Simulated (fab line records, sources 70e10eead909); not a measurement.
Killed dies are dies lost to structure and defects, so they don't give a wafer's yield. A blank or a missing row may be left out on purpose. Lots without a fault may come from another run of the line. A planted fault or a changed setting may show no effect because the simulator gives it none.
A struck lot beside a sound one | flow nand_harc | 38 steps out of a route of 1159
Sound: wafers L393.2, L393.4, L393.5. Struck: wafers L380.1, L380.3, L380.4. The cause comes at the end.
At each step with rows: each side's tool, then ch and its chambers, then its first start. Under that, the readings that differ: sound wafers | struck wafers | difference of the means | sigmas: that difference in standard deviations of wafers without a fault.
alike: readings whose means differ by less than 2 such deviations, and words and numbers that are the same on both sides. not compared: withheld readings, readings that some wafer has no value for, bounds like >300 that may hide the same value, and numbers for which the record gives no deviation and whose values overlap.
The two part at a step that has a row with sigmas, a row that says differs or no value, or rows on one side only. Numbers that don't overlap but have no deviation are shown without sigmas and don't part them. A reading that every wafer of one side lacks parts them only if that side has two wafers or more.

first, 2 steps without rows for these wafers: NHARC_A_SOURCE_PLATE_SRD_01; NHARC_A_SOURCE_PLATE_OXIDE_02 (material SiO2, target thk 10 nm, ox time 1362 s).
NHARC_A_SOURCE_PLATE_THK_MEAS_09: measures by ellipsometry.
  sound on film_metro-02, day 11 20:52; struck on film_metro-02, day 8 17:17
  alike: thk_nm
then, 3 steps without rows for these wafers: NHARC_A_SOURCE_PLATE_PVD_04 (deposits WSi2, target thk 50 nm); NHARC_A_SOURCE_PLATE_CVD_03 (deposits poly-Si, target thk 200 nm, time 4000 s); NHARC_A_SOURCE_PLATE_ANNEAL_05 (time 1800 s).
NHARC_A_SOURCE_PLATE_THK_MEAS_06: measures by ellipsometry.
  sound on film_metro-02, day 12 07:49; struck on film_metro-02, day 9 06:46
  alike: thk_nm
NHARC_A_SOURCE_PLATE_INSPECT_08:
  sound on defect_inspect-01, day 12 07:53; struck on defect_inspect-02, day 9 06:52
  alike: raw_defect_count
then, 1 step without rows for these wafers: NHARC_A_ONON_D1_DEP_00 (target thk 1000 nm).
NHARC_A_ONON_D1_THK_MEAS_02: measures by ellipsometry.
  sound on film_metro-02, day 12 08:27; struck on film_metro-01, day 9 07:26
  alike: thk_nm
NHARC_A_ONON_D1_DEP_03: target thk 1000 nm.
  sound on pecvd_onon-02 ch 0, day 12 08:34; struck on pecvd_onon-02 ch 0, day 9 07:29
  alike: susceptor_temp_C
NHARC_A_ONON_D1_THK_MEAS_05: measures by ellipsometry.
  sound on film_metro-02, day 12 09:01; struck on film_metro-02, day 9 08:00
  alike: thk_nm
then, 1 step without rows for these wafers: NHARC_A_ONON_D1_DEP_06 (target thk 1000 nm).
NHARC_A_ONON_D1_THK_MEAS_08: measures by ellipsometry.
  sound on film_metro-01, day 12 09:35; struck on film_metro-02, day 9 08:34
  alike: thk_nm
then, 1 step without rows for these wafers: NHARC_A_ONON_D1_DEP_09 (target thk 1000 nm).
NHARC_A_ONON_D1_THK_MEAS_11: measures by ellipsometry.
  sound on film_metro-02, day 12 10:09; struck on film_metro-02, day 9 09:08
  alike: thk_nm
then, 1 step without rows for these wafers: NHARC_A_ONON_D1_DEP_12 (target thk 1000 nm).
NHARC_A_ONON_D1_THK_MEAS_14: measures by ellipsometry.
  sound on film_metro-02, day 12 10:43; struck on film_metro-01, day 9 09:42
  alike: thk_nm
then, 2 steps without rows for these wafers: NHARC_A_ONON_D1_ANNEAL_15 (time 3600 s); NHARC_A_ONON_D1_DEP_16 (target thk 1000 nm).
NHARC_A_ONON_D1_THK_MEAS_18: measures by ellipsometry.
  sound on film_metro-02, day 12 17:51; struck on film_metro-02, day 9 16:47
  alike: thk_nm
then, 1 step without rows for these wafers: NHARC_A_ONON_D1_DEP_19 (target thk 1000 nm).
NHARC_A_ONON_D1_THK_MEAS_21: measures by ellipsometry.
  sound on film_metro-01, day 12 18:25; struck on film_metro-02, day 9 17:20
  alike: thk_nm
then, 1 step without rows for these wafers: NHARC_A_ONON_D1_DEP_22 (target thk 1000 nm).
NHARC_A_ONON_D1_THK_MEAS_24: measures by ellipsometry.
  sound on film_metro-02, day 12 18:59; struck on film_metro-01, day 9 17:55
  alike: thk_nm
then, 1 step without rows for these wafers: NHARC_A_ONON_D1_DEP_25 (target thk 1000 nm).
NHARC_A_ONON_D1_THK_MEAS_27: measures by ellipsometry.
  sound on film_metro-02, day 12 19:33; struck on film_metro-02, day 9 18:29
  alike: thk_nm
then, 1 step without rows for these wafers: NHARC_A_ONON_D1_DEP_28 (target thk 1000 nm).
NHARC_A_ONON_D1_THK_MEAS_30: measures by ellipsometry.
  sound on film_metro-01, day 12 20:15; struck on film_metro-02, day 9 19:02
  alike: thk_nm
NHARC_A_ONON_D1_DEP_33: deposits SiO2, target thk 200 nm.
  sound on pecvd-03 ch 0,2, day 12 20:19; struck on pecvd-03 ch 0,1,2, day 9 19:06
  alike: heater_power_w, susceptor_temp_C, throttle_valve_pct
NHARC_A_ONON_D1_THK_MEAS_34: measures by ellipsometry.
  sound on film_metro-01, day 12 20:43; struck on film_metro-02, day 9 19:31
  alike: thk_nm
NHARC_A_CHANNEL_HOLE_D1_DEP_00: deposits aC, target thk 3100 nm.
  sound on acl_dep-03 ch 0, day 12 21:10; struck on acl_dep-01 ch 0, day 9 20:39
  alike: susceptor_temp_C, throttle_valve_pct
NHARC_A_CHANNEL_HOLE_D1_DEP_01: deposits SiON, target thk 140 nm.
  sound on pecvd-01 ch 0,1,2, day 12 22:46; struck on pecvd-01 ch 0,1, day 9 22:38
  alike: heater_power_w, susceptor_temp_C
then, 4 steps without rows for these wafers: NHARC_A_CHANNEL_HOLE_D1_DEHYDRATE_02 (time 120 s); NHARC_A_CHANNEL_HOLE_D1_HMDS_03 (time 30 s); NHARC_A_CHANNEL_HOLE_D1_COAT_36 (time 75 s); NHARC_A_CHANNEL_HOLE_D1_COAT_37 (time 65 s).
-- the record jumps here: 11 days lie between the struck wafers' starts before and after (it left off in module A_CHANNEL_HOLE_D1 and takes up again in module END, whose first step shown is number 1159 of the route) --
NHARC_END_SORT_01:
  sound on prober-01 ch 0, day 24 00:19; struck on prober-02 ch 0, day 21 03:55
  reading         | sound    | struck      | difference | sigmas
  killed_at_array | 28 36 31 | 98 95 96    | +65        | +6
  killed_dies     | 33 41 35 | 102 104 106 | +68        | +7
  alike: killed_at_other, killed_at_periphery, killed_open, killed_short

WHERE THEY PART
Only at NHARC_END_SORT_01, within this record.

WHY: what the simulator had put in
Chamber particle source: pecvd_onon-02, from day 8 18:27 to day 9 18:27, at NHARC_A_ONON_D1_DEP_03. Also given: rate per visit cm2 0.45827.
